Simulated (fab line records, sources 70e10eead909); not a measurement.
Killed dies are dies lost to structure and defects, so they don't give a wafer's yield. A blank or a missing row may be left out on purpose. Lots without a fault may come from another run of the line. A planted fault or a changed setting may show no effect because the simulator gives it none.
Which tool did it? | flow nand_harc | 24 lots, 72 wafers sampled, at 6 steps of a route of 1302

WHAT THE GAUGES READ, wafer by wafer
NHARC_A_ONON_D2_THK_MEAS_21: measures by ellipsometry.
lot  | measured     | on            | thk_nm (nm)
L074 | day 12 19:44 | film_metro-02 | 984 985 986
L075 | day 13 21:10 | film_metro-01 | 989 991 990
L077 | day 13 21:17 | film_metro-02 | 994 995 995
L076 | day 13 21:19 | film_metro-01 | 978 980 981
L078 | day 14 15:41 | film_metro-01 | 1009 1010 1009
L079 | day 14 15:40 | film_metro-01 | 1005 1007 1007
L080 | day 15 03:55 | film_metro-02 | 994 994 994
L081 | day 15 10:55 | film_metro-02 | 997 996 996
L082 | day 16 14:30 | film_metro-01 | 987 991 990
L083 | day 16 14:29 | film_metro-01 | 1002 1001 1003
L085 | day 17 16:10 | film_metro-01 | 1010 1011 1011
L084 | day 17 16:10 | film_metro-02 | 998 1001 999
L086 | day 18 15:39 | film_metro-02 | 989 987 990
L088 | day 18 15:39 | film_metro-01 | 1010 1010 1010
L089 | day 19 02:32 | film_metro-02 | 982 986 983
L087 | day 19 13:08 | film_metro-01 | 990 991 992
L091 | day 20 01:06 | film_metro-01 | 998 999 1000
L090 | day 20 01:06 | film_metro-02 | 1015 1014 1013
L092 | day 20 18:10 | film_metro-01 | 1007 1009 1009
L093 | day 21 18:32 | film_metro-02 | 1016 1016 1015
L094 | day 21 18:23 | film_metro-01 | 997 996 998
L095 | day 21 23:35 | film_metro-02 | 1021 1021 1021
L096 | day 21 23:35 | film_metro-01 | 989 991 990
L097 | day 22 13:29 | film_metro-01 | 1008 1006 1008

NHARC_A_CHANNEL_FILL_D2_INSPECT_13.
lot  | measured     | on                | raw_defect_count
L074 | day 15 15:00 | defect_inspect-01 | 470 300 307
L075 | day 16 09:46 | defect_inspect-01 | 845 349 422
L077 | day 16 09:46 | defect_inspect-02 | 356 207 418
L076 | day 16 15:25 | defect_inspect-02 | 318 407 336
L078 | day 17 07:22 | defect_inspect-02 | 273 285 289
L079 | day 17 07:13 | defect_inspect-01 | 464 431 586
L080 | day 17 18:05 | defect_inspect-02 | 400 332 361
L081 | day 18 03:08 | defect_inspect-02 | 573 480 312
L082 | day 19 22:47 | defect_inspect-01 | 356 316 314
L083 | day 19 15:58 | defect_inspect-01 | 601 434 490
L085 | day 20 05:16 | defect_inspect-02 | 591 558 505
L084 | day 20 05:26 | defect_inspect-01 | 242 356 259
L086 | day 21 05:28 | defect_inspect-01 | 349 286 345
L088 | day 21 05:26 | defect_inspect-02 | 391 417 353
L089 | day 21 19:44 | defect_inspect-02 | 424 319 429
L087 | day 22 08:26 | defect_inspect-01 | 244 388 388
L091 | day 22 13:53 | defect_inspect-01 | 492 560 336
L090 | day 22 13:53 | defect_inspect-02 | 362 583 375
L092 | day 23 11:50 | defect_inspect-02 | 387 150 497
L093 | day 24 14:21 | defect_inspect-01 | 372 282 240
L094 | day 24 14:11 | defect_inspect-01 | 485 345 493
L095 | day 24 18:37 | defect_inspect-01 | 288 199 239
L096 | day 24 14:11 | defect_inspect-02 | 334 384 317
L097 | day 25 03:05 | defect_inspect-02 | 292 261 299

WHICH TOOL RAN EACH LOT (tool, then ch and the chambers of the sampled wafers, then the start)
lot  | NHARC_A_CHANNEL_HOLE_D1_ETCH_24  | NHARC_A_CHANNEL_HOLE_D2_ETCH_38    | NHARC_A_CHANNEL_HOLE_D2_ETCH_44    | NHARC_A_CHANNEL_FILL_D2_ALD_14
L074 | har_etch-02 ch 0,1, day 8 15:52  | rie_diel-13 ch 0,2,3, day 13 04:32 | rie_diel-10 ch 0,1,2, day 13 12:30 | ald_hk-01 ch 1,2,3, day 13 20:50
L075 | har_etch-02 ch 0,1, day 9 15:49  | rie_diel-10 ch 1,2,3, day 14 02:22 | rie_diel-10 ch 2,3, day 14 08:10   | ald_hk-02 ch 0,2,3, day 14 16:45
L077 | har_etch-01 ch 0,1, day 9 19:39  | rie_diel-10 ch 1,2,3, day 14 03:59 | rie_diel-02 ch 0,2,3, day 14 09:47 | ald_hk-01 ch 0,2,3, day 14 16:47
L076 | har_etch-02 ch 0,1, day 9 19:43  | rie_diel-02 ch 0,1,3, day 14 04:16 | rie_diel-10 ch 0,2,3, day 14 12:19 | ald_hk-04 ch 0,2,3, day 14 20:57
L078 | har_etch-02 ch 0,1, day 10 15:11 | rie_diel-10 ch 2,3, day 14 21:40   | rie_diel-10 ch 1,2, day 15 04:52   | ald_hk-04 ch 0,2,3, day 15 12:32
L079 | har_etch-01 ch 1, day 10 15:20   | rie_diel-02 ch 1,3, day 14 20:52   | rie_diel-10 ch 2,3, day 15 04:17   | ald_hk-02 ch 0,1,2, day 15 12:28
L080 | har_etch-01 ch 0,1, day 11 05:00 | rie_diel-10 ch 0,2,3, day 15 09:49 | rie_diel-13 ch 0,1, day 15 15:38   | ald_hk-01 ch 2,3, day 16 01:40
L081 | har_etch-01 ch 0,1, day 11 11:29 | rie_diel-13 ch 2,3, day 15 19:14   | rie_diel-10 ch 0,2,3, day 16 01:14 | ald_hk-02 ch 0,1, day 16 09:23
L082 | har_etch-01 ch 0,1, day 12 07:38 | rie_diel-13 ch 0,2, day 17 13:37   | rie_diel-02 ch 0,2,3, day 17 19:26 | ald_hk-04 ch 1,2, day 18 03:39
L083 | har_etch-02 ch 0,1, day 12 08:26 | rie_diel-10 ch 0,3, day 17 04:16   | rie_diel-10 ch 0,1,2, day 17 14:02 | ald_hk-04 ch 0,2,3, day 17 22:26
L085 | har_etch-02 ch 0,1, day 13 05:25 | rie_diel-10 ch 1,2,3, day 18 00:05 | rie_diel-02 ch 0,1,3, day 18 05:54 | ald_hk-01 ch 0,1,2, day 18 12:24
L084 | har_etch-01 ch 0,1, day 13 09:47 | rie_diel-13 ch 0,1,2, day 17 22:25 | rie_diel-13 ch 0,1,3, day 18 04:15 | ald_hk-02 ch 1,2,3, day 18 12:24
L086 | har_etch-02 ch 0, day 14 17:42   | rie_diel-02 ch 1,3, day 18 22:35   | rie_diel-10 ch 1,3, day 19 04:47   | ald_hk-02 ch 0,2,3, day 19 15:55
L088 | har_etch-01 ch 0,1, day 14 17:46 | rie_diel-13 ch 0,1,3, day 18 21:25 | rie_diel-10 ch 0,1,3, day 19 03:15 | ald_hk-01 ch 0,2,3, day 19 11:41
L089 | har_etch-01 ch 0,1, day 14 21:56 | rie_diel-10 ch 0,3, day 19 07:39   | rie_diel-13 ch 0,2,3, day 19 13:28 | ald_hk-02 ch 0,1,3, day 19 22:47
L087 | har_etch-02 ch 0,1, day 15 05:52 | rie_diel-10 ch 0,2,3, day 19 18:14 | rie_diel-10 ch 1,2,3, day 20 00:59 | ald_hk-02 ch 0,1,3, day 20 09:05
L091 | har_etch-02 ch 0,1, day 15 16:01 | rie_diel-13 ch 1,3, day 20 06:19   | rie_diel-10 ch 0,2,3, day 20 12:21 | ald_hk-04 ch 2,3, day 20 20:36
L090 | har_etch-01 ch 0,1, day 15 17:12 | rie_diel-02 ch 0,3, day 20 06:31   | rie_diel-02 ch 0,1, day 20 12:21   | ald_hk-04 ch 1,2, day 20 21:03
L092 | har_etch-01 ch 0,1, day 16 16:17 | rie_diel-10 ch 0,3, day 20 23:42   | rie_diel-02 ch 0,1, day 21 07:34   | ald_hk-02 ch 0,3, day 21 17:17
L093 | har_etch-02 ch 0,1, day 17 12:16 | rie_diel-10 ch 0,2,3, day 21 23:46 | rie_diel-02 ch 0,1,2, day 22 10:23 | ald_hk-01 ch 1,2,3, day 22 18:46
L094 | har_etch-01 ch 0,1, day 17 15:37 | rie_diel-02 ch 0,1,3, day 21 23:58 | rie_diel-02 ch 0,2, day 22 13:59   | ald_hk-02 ch 0,1,2, day 23 00:25
L095 | har_etch-01 ch 0,1, day 17 19:46 | rie_diel-13 ch 0,2,3, day 22 06:56 | rie_diel-10 ch 0,1,2, day 22 18:08 | ald_hk-02 ch 1,2,3, day 23 02:47
L096 | har_etch-02 ch 0,1, day 17 21:07 | rie_diel-10 ch 0,1, day 22 05:55   | rie_diel-10 ch 0,3, day 22 14:31   | ald_hk-02 ch 0,1, day 23 00:11
L097 | har_etch-01 ch 0,1, day 18 05:56 | rie_diel-02 ch 0,2, day 22 18:43   | rie_diel-13 ch 0,1,2, day 23 00:44 | ald_hk-04 ch 0,3, day 23 08:56
- NHARC_A_CHANNEL_HOLE_D1_ETCH_24: etches the open film in C4F8/O2/Ar, time 906.2 s, target depth 1500 nm.
- NHARC_A_CHANNEL_HOLE_D2_ETCH_38: etches the open film in CF4, target depth 39 nm, time 65 s.
- NHARC_A_CHANNEL_HOLE_D2_ETCH_44: etches the open film in CF4/O2, target depth 140 nm, overetch 14 nm, time 77 s.
- NHARC_A_CHANNEL_FILL_D2_ALD_14: deposits SiO2, target thk 2.5 nm, pulse time 10 s, ald cycles 25.

WHAT THE TOOLS THEMSELVES READ (means of the sampled wafers that have a number; where no wafer has one, the mark that the record gives instead)
NHARC_A_CHANNEL_HOLE_D1_ETCH_24.
lot  | tool        | drypump_motor_current_A (A) | showerhead_plenum_p_Torr (Torr) | throttle_valve_pct (%)
L074 | har_etch-02 | 5.9                         | 3.74                            | 32.233
L075 | har_etch-02 | 5.5                         | 3.71                            | 32.248
L077 | har_etch-01 | 5.4                         | 3.67                            | 32.232
L076 | har_etch-02 | 5.9                         | 3.74                            | 32.241
L078 | har_etch-02 | 5.5                         | 3.70                            | 32.239
L079 | har_etch-01 | 5.2                         | 3.67                            | 32.239
L080 | har_etch-01 | 5.5                         | 3.66                            | 32.238
L081 | har_etch-01 | 5.5                         | 3.66                            | 32.233
L082 | har_etch-01 | 5.8                         | 3.65                            | 32.232
L083 | har_etch-02 | 5.5                         | 3.69                            | 32.235
L085 | har_etch-02 | 5.5                         | 3.68                            | 32.244
L084 | har_etch-01 | 5.5                         | 3.64                            | 32.238
L086 | har_etch-02 | 6.3                         | 3.72                            | 32.230
L088 | har_etch-01 | 5.5                         | 3.63                            | 32.233
L089 | har_etch-01 | 5.8                         | 3.63                            | 32.236
L087 | har_etch-02 | 5.9                         | 3.69                            | 32.240
L091 | har_etch-02 | 5.5                         | 3.66                            | 32.235
L090 | har_etch-01 | 5.5                         | 3.62                            | 32.236
L092 | har_etch-01 | 5.8                         | 3.62                            | 32.234
L093 | har_etch-02 | 5.5                         | 3.66                            | 32.248
L094 | har_etch-01 | 5.8                         | 3.61                            | 32.237
L095 | har_etch-01 | 5.8                         | 3.61                            | 32.239
L096 | har_etch-02 | 5.9                         | 3.68                            | 32.228
L097 | har_etch-01 | 5.5                         | 3.61                            | 32.234

NHARC_A_CHANNEL_HOLE_D2_ETCH_38.
lot  | tool        | bias_w (W) | drypump_motor_current_A (A) | oes_product_au (a.u.) | rf_vpp_V (V) | showerhead_plenum_p_Torr (Torr) | throttle_valve_pct (%)
L074 | rie_diel-13 | 100.08     | 6.1                         | 1.000                 | 150.7        | 1.73                            | 13.288
L075 | rie_diel-10 | 100.03     | 5.6                         | 1.004                 | 150.5        | 1.77                            | 13.282
L077 | rie_diel-10 | 99.84      | 5.6                         | 0.996                 | 151.0        | 1.77                            | 13.276
L076 | rie_diel-02 | 99.93      | 5.8                         | 0.993                 | 150.7        | 1.77                            | 13.288
L078 | rie_diel-10 | 99.91      | 5.7                         | 1.005                 | 150.2        | 1.72                            | 13.290
L079 | rie_diel-02 | 100.17     | 5.8                         | 0.997                 | 150.6        | 1.76                            | 13.274
L080 | rie_diel-10 | 100.35     | 5.9                         | 0.994                 | 151.1        | 1.78                            | 13.288
L081 | rie_diel-13 | 100.31     | 6.2                         | 1.003                 | 150.9        | 1.72                            | 13.291
L082 | rie_diel-13 | 100.22     | 5.9                         | 0.992                 | 149.6        | 1.71                            | 13.282
L083 | rie_diel-10 | 99.76      | 6.0                         | 0.996                 | 151.7        | 1.83                            | 13.286
L085 | rie_diel-10 | 100.15     | 5.6                         | 0.994                 | 151.7        | 1.77                            | 13.289
L084 | rie_diel-13 | 100.08     | 5.6                         | 0.997                 | 150.6        | 1.70                            | 13.275
L086 | rie_diel-02 | 100.29     | 5.9                         | 1.000                 | 151.1        | 1.71                            | 13.286
L088 | rie_diel-13 | 100.09     | 5.7                         | 0.998                 | 151.1        | 1.73                            | 13.288
L089 | rie_diel-10 | 100.49     | 6.1                         | 1.002                 | 151.9        | 1.84                            | 13.287
L087 | rie_diel-10 | 99.99      | 5.9                         | 1.009                 | 150.7        | 1.78                            | 13.279
L091 | rie_diel-13 | 100.08     | 5.8                         | 1.005                 | 151.2        | 1.75                            | 13.291
L090 | rie_diel-02 | 100.16     | 5.7                         | 1.008                 | 152.2        | 1.82                            | 13.276
L092 | rie_diel-10 | 100.01     | 6.1                         | 0.998                 | 151.2        | 1.84                            | 13.280
L093 | rie_diel-10 | 100.19     | 5.9                         | 0.987                 | 151.0        | 1.78                            | 13.280
L094 | rie_diel-02 | 100.22     | 5.8                         | 1.001                 | 151.1        | 1.76                            | 13.282
L095 | rie_diel-13 | 99.79      | 6.1                         | 0.993                 | 151.9        | 1.73                            | 13.278
L096 | rie_diel-10 | 99.89      | 5.7                         | 0.997                 | 151.7        | 1.83                            | 13.278
L097 | rie_diel-02 | 100.14     | 5.4                         | 1.001                 | 151.1        | 1.71                            | 13.280

NHARC_A_CHANNEL_HOLE_D2_ETCH_44.
lot  | tool        | bias_w (W) | drypump_motor_current_A (A) | oes_product_au (a.u.) | rf_vpp_V (V) | showerhead_plenum_p_Torr (Torr) | throttle_valve_pct (%)
L074 | rie_diel-10 | 100.00     | 5.7                         | 0.995                 | 197.9        | 1.35                            | 13.399
L075 | rie_diel-10 | 99.90      | 5.8                         | 0.999                 | 198.2        | 1.34                            | 13.399
L077 | rie_diel-02 | 99.93      | 5.6                         | 0.997                 | 197.5        | 1.33                            | 13.389
L076 | rie_diel-10 | 100.09     | 5.9                         | 0.998                 | 198.1        | 1.35                            | 13.401
L078 | rie_diel-10 | 99.81      | 5.5                         | 0.988                 | 198.6        | 1.34                            | 13.399
L079 | rie_diel-10 | 100.04     | 5.8                         | 1.005                 | 197.3        | 1.34                            | 13.396
L080 | rie_diel-13 | 99.92      | 5.2                         | 0.998                 | 196.9        | 1.28                            | 13.390
L081 | rie_diel-10 | 99.91      | 5.9                         | 1.002                 | 198.1        | 1.35                            | 13.404
L082 | rie_diel-02 | 100.05     | 5.5                         | 0.995                 | 197.7        | 1.33                            | 13.401
L083 | rie_diel-10 | 100.02     | 5.7                         | 0.991                 | 197.8        | 1.35                            | 13.399
L085 | rie_diel-02 | 100.16     | 5.8                         | 0.999                 | 198.0        | 1.33                            | 13.398
L084 | rie_diel-13 | 100.07     | 5.6                         | 0.998                 | 196.7        | 1.30                            | 13.394
L086 | rie_diel-10 | 99.78      | 5.6                         | 0.994                 | 198.9        | 1.38                            | 13.394
L088 | rie_diel-10 | 100.07     | 5.8                         | 0.995                 | 199.4        | 1.39                            | 13.403
L089 | rie_diel-13 | 99.87      | 6.1                         | 0.991                 | 196.7        | 1.30                            | 13.397
L087 | rie_diel-10 | 100.12     | 5.6                         | 0.995                 | 198.4        | 1.34                            | 13.397
L091 | rie_diel-10 | 99.72      | 5.9                         | 0.998                 | 198.2        | 1.35                            | 13.393
L090 | rie_diel-02 | 99.96      | 5.7                         | 1.002                 | 197.2        | 1.34                            | 13.404
L092 | rie_diel-02 | 100.21     | 5.8                         | 0.994                 | 196.8        | 1.29                            | 13.403
L093 | rie_diel-02 | 99.80      | 5.6                         | 0.998                 | 196.1        | 1.29                            | 13.395
L094 | rie_diel-02 | 99.86      | 5.5                         | 1.004                 | 198.8        | 1.34                            | 13.394
L095 | rie_diel-10 | 100.16     | 5.7                         | 0.995                 | 196.8        | 1.35                            | 13.385
L096 | rie_diel-10 | 99.74      | 6.0                         | 1.002                 | 198.9        | 1.38                            | 13.388
L097 | rie_diel-13 | 100.11     | 5.6                         | 1.005                 | 196.8        | 1.28                            | 13.403

NHARC_A_CHANNEL_FILL_D2_ALD_14.
lot  | tool      | heater_power_w (W) | precursor_pulse_height_rel
L074 | ald_hk-01 | 470                | 1.019
L075 | ald_hk-02 | 441                | 0.984
L077 | ald_hk-01 | 472                | 1.000
L076 | ald_hk-04 | 482                | 0.998
L078 | ald_hk-04 | 475                | 0.996
L079 | ald_hk-02 | 480                | 0.991
L080 | ald_hk-01 | 478                | 1.011
L081 | ald_hk-02 | 474                | 0.994
L082 | ald_hk-04 | 454                | 0.993
L083 | ald_hk-04 | 475                | 0.986
L085 | ald_hk-01 | 449                | 0.999
L084 | ald_hk-02 | 429                | 0.965
L086 | ald_hk-02 | 450                | 1.010
L088 | ald_hk-01 | 476                | 1.007
L089 | ald_hk-02 | 459                | 1.001
L087 | ald_hk-02 | 462                | 1.012
L091 | ald_hk-04 | 511                | 0.994
L090 | ald_hk-04 | 463                | 1.005
L092 | ald_hk-02 | 429                | 0.985
L093 | ald_hk-01 | 475                | 1.029
L094 | ald_hk-02 | 471                | 0.977
L095 | ald_hk-02 | 436                | 0.993
L096 | ald_hk-02 | 488                | 1.000
L097 | ald_hk-04 | 469                | 1.019

THE ANSWER, worked out from the rows above alone
Rule: what is usual is taken from the lots themselves. Put in order of their means at a reading, lots are off if they are a third of the lots or fewer, leave a main group of 4 or more, and stand apart from it by a gap of 3 or more times the standard deviation of the main group's means; of several such gaps the widest counts. A main group whose means are all the same, to the digits that the tables above print for the reading, isn't used. A lot without any number at a reading at which 4 lots or more have one is off too. The other lots that the step has rows for count as sound. The gauges are gone through in route order, then the tools' own readings, and for those a lot's mean is taken as printed above. The first step at which some lot is off is used, and at that step the reading that is off furthest; a lot without a number counts as furthest.
No lot is off at any reading shown: from this, nothing can be told.

WHAT THE SIMULATOR HAD PUT IN
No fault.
